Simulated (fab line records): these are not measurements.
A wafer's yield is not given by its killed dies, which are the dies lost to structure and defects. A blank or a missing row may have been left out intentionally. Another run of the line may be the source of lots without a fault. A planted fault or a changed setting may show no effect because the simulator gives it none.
Which tool was responsible?	flow n5Finfet	at 1 step of a route of 1938, 10 lots with 30 wafers sampled

WHAT THE GAUGES READ, wafer by wafer
N5_BEOL_M5_THK_MEAS_01.
lot	measured	on	M5_ILD_THK (nm)
L419	day 9 01:37	filmMetro-01	119.8 121.7 120.7
L424	day 9 06:31	filmMetro-02	121.6 120.5 123.2
L423	day 9 06:53	filmMetro-01	119.3 122.5 123.1
L425	day 9 09:42	filmMetro-01	119.8 119.4 122.2
L426	day 9 21:49	filmMetro-02	119.6 121.1 122.0
L432	day 11 11:24	filmMetro-02	120.6 120.6 121.1
L434	day 11 14:23	filmMetro-01	119.9 120.3 122.1
L435	day 12 08:29	filmMetro-01	119.5 118.4 123.2
L437	day 12 23:28	filmMetro-01	119.9 119.9 119.9
L441	day 14 01:32	filmMetro-01	122.7 121.3 120.8

EACH LOT AND THE TOOL THAT RAN IT (in order: tool; ch and the chambers of the sampled wafers; start)
Before these readings, the record contains no process step.

THE ANSWER, worked out from the rows above alone
Rule: the usual values come from the lots themselves. The widest of any qualifying gaps counts: lots, ordered by their means at a reading, are off when they make up no more than a third of the lots, leave a main group of 4 or more, and stand apart from it by 3 or more times the standard deviation of that group's means. Not used: any main group whose means are identical at the precision the tables above print for the reading. A lot without any number at a reading at which 4 lots or more have one is off too. Where the step has rows for the other lots, those lots are counted as sound.
Nothing can be told from this: no lot is off at any reading shown.

WHAT THE SIMULATOR HAD INSERTED
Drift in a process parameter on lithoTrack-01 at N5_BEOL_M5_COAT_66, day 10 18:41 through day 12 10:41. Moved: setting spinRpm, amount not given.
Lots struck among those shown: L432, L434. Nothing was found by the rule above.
